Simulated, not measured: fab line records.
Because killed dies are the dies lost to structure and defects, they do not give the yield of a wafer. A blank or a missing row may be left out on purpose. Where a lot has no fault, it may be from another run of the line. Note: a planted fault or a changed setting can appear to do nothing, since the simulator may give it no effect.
Split-lot study || flow n5 finfet || 7 lots, 21 wafers read, on a route of 1938 steps

== ABOUT THE SPLIT ==
At N5_BEOL_M4_EXPOSE_08 (exposes mask M4), the setting dose mj was moved away from the recipe's 41.25 on 8 of the 21 wafers read, by -5.1% to +5.7%. The other wafers ran this setting at the recipe's value.

== FROM THE SPLIT TO THE READING: what the file shows between them, 2 steps ==
- N5_BEOL_M4_PEB_09: peb time 60 s
- N5_BEOL_M4_DEVELOP_10: develop time 30 s

== THE READING ==
cd nm at N5_BEOL_M4_CD_MEAS_11, given in nm (cd target 16.79 nm). On this fab line, fault-free wafers typically give 16.77 nm with a standard deviation of 0.23 nm.

{"wafer": "L075.3", "tool, chamber at the split": "euv scanner-01, 0", "dose mj as run": 43.31, "against the recipe": "+5.0%", "cd nm, nm": 17.77, "against lot-mates on the recipe": "+0.89"}
{"wafer": "L075.4", "tool, chamber at the split": "euv scanner-01, 0", "dose mj as run": 43.31, "against the recipe": "+5.0%", "cd nm, nm": 17.93, "against lot-mates on the recipe": "+1.05"}
{"wafer": "L075.5", "tool, chamber at the split": "euv scanner-01, 0", "dose mj as run": 41.25, "against the recipe": "recipe", "cd nm, nm": 16.88, "against lot-mates on the recipe": "-"}
{"wafer": "L077.2", "tool, chamber at the split": "euv scanner-01, 0", "dose mj as run": 42.59, "against the recipe": "+3.2%", "cd nm, nm": 17.41, "against lot-mates on the recipe": "+0.30"}
{"wafer": "L077.3", "tool, chamber at the split": "euv scanner-01, 0", "dose mj as run": 41.25, "against the recipe": "recipe", "cd nm, nm": 17.14, "against lot-mates on the recipe": "-"}
{"wafer": "L077.4", "tool, chamber at the split": "euv scanner-01, 0", "dose mj as run": 41.25, "against the recipe": "recipe", "cd nm, nm": 17.07, "against lot-mates on the recipe": "-"}
{"wafer": "L081.2", "tool, chamber at the split": "euv scanner-02, 0", "dose mj as run": 42.77, "against the recipe": "+3.7%", "cd nm, nm": 17.11, "against lot-mates on the recipe": "+0.42"}
{"wafer": "L081.5", "tool, chamber at the split": "euv scanner-02, 0", "dose mj as run": 42.77, "against the recipe": "+3.7%", "cd nm, nm": 17.09, "against lot-mates on the recipe": "+0.40"}
{"wafer": "L081.6", "tool, chamber at the split": "euv scanner-02, 0", "dose mj as run": 41.25, "against the recipe": "recipe", "cd nm, nm": 16.69, "against lot-mates on the recipe": "-"}
{"wafer": "L080.1", "tool, chamber at the split": "euv scanner-01, 0", "dose mj as run": 41.25, "against the recipe": "recipe", "cd nm, nm": 16.80, "against lot-mates on the recipe": "-"}
{"wafer": "L080.3", "tool, chamber at the split": "euv scanner-01, 0", "dose mj as run": 41.25, "against the recipe": "recipe", "cd nm, nm": 16.67, "against lot-mates on the recipe": "-"}
{"wafer": "L080.5", "tool, chamber at the split": "euv scanner-01, 0", "dose mj as run": 41.25, "against the recipe": "recipe", "cd nm, nm": 16.77, "against lot-mates on the recipe": "-"}
{"wafer": "L085.2", "tool, chamber at the split": "euv scanner-01, 0", "dose mj as run": 43.6, "against the recipe": "+5.7%", "cd nm, nm": 18.01, "against lot-mates on the recipe": "+1.06"}
{"wafer": "L085.4", "tool, chamber at the split": "euv scanner-01, 0", "dose mj as run": 43.6, "against the recipe": "+5.7%", "cd nm, nm": 17.95, "against lot-mates on the recipe": "+1.00"}
{"wafer": "L085.6", "tool, chamber at the split": "euv scanner-01, 0", "dose mj as run": 41.25, "against the recipe": "recipe", "cd nm, nm": 16.95, "against lot-mates on the recipe": "-"}
{"wafer": "L088.1", "tool, chamber at the split": "euv scanner-02, 0", "dose mj as run": 41.25, "against the recipe": "recipe", "cd nm, nm": 17.26, "against lot-mates on the recipe": "-"}
{"wafer": "L088.5", "tool, chamber at the split": "euv scanner-02, 0", "dose mj as run": 39.16, "against the recipe": "-5.1%", "cd nm, nm": 15.92, "against lot-mates on the recipe": -1.07}
{"wafer": "L088.6", "tool, chamber at the split": "euv scanner-02, 0", "dose mj as run": 41.25, "against the recipe": "recipe", "cd nm, nm": 16.72, "against lot-mates on the recipe": "-"}
{"wafer": "L095.1", "tool, chamber at the split": "euv scanner-01, 0", "dose mj as run": 41.25, "against the recipe": "recipe", "cd nm, nm": 16.64, "against lot-mates on the recipe": "-"}
{"wafer": "L095.3", "tool, chamber at the split": "euv scanner-01, 0", "dose mj as run": 41.25, "against the recipe": "recipe", "cd nm, nm": 16.83, "against lot-mates on the recipe": "-"}
{"wafer": "L095.6", "tool, chamber at the split": "euv scanner-01, 0", "dose mj as run": 41.25, "against the recipe": "recipe", "cd nm, nm": 17.22, "against lot-mates on the recipe": "-"}

FIT RESULTS
A straight line over all 21 wafers: cd nm changes by +0.173 nm for each +1% of dose mj; r = +0.90; the points scatter about the line by 0.23 nm.
The same after taking each lot's own level away (the mean of its wafers on the recipe; 21 wafers): +0.179 nm for each +1%; r = +0.94; scatter 0.17 nm.
According to that fit, moving dose mj by its largest amount changes the reading by 1 nm.
The span of the lots' own levels, 16.690 to 17.105 nm, comes to 1.8 times the standard deviation stated above.
Hence the lot-to-lot level has little effect on the slope; both slopes agree.
Check: with one of the wafers moved furthest among these (+5.7%) left out of the fit, the line predicts +0.964 nm for it against its lot-mates. Against them it came out at +1.06 nm.

== ADDITIONAL SPLITS CARRIED BY THESE WAFERS ==
Note: prior to the reading, these wafers also went through further splits. Each is held against what the fit with the lots' levels taken away leaves over:
{"other split on the same wafers": "N5_BEOL_M0_ETCH_138 bias w", "wafers away from the commonest value": 5, "r with cd nm (lot level and that fit taken away)": "+0.23"}
{"other split on the same wafers": "N5_BEOL_M0_ETCH_128 source w", "wafers away from the commonest value": 7, "r with cd nm (lot level and that fit taken away)": "+0.05"}
{"other split on the same wafers": "N5_BEOL_M0_ETCH_109 bias w", "wafers away from the commonest value": 7, "r with cd nm (lot level and that fit taken away)": "+0.17"}
{"other split on the same wafers": "N5_BEOL_M2_EXPOSE_08 dose mj", "wafers away from the commonest value": 3, "r with cd nm (lot level and that fit taken away)": -0.07}
{"other split on the same wafers": "N5_BEOL_M3_ETCH_64 bias w", "wafers away from the commonest value": 7, "r with cd nm (lot level and that fit taken away)": -0.08}
{"other split on the same wafers": "N5_BEOL_M3_COAT_22 spin rpm", "wafers away from the commonest value": 8, "r with cd nm (lot level and that fit taken away)": -0.21}
{"other split on the same wafers": "N5_BEOL_M3_TRENCH_ETCH_37 source w", "wafers away from the commonest value": 2, "r with cd nm (lot level and that fit taken away)": -0.29}

== FILE'S OWN FIT ==
cd nm changes by +0.174 nm for each +1% of dose mj, r = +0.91.
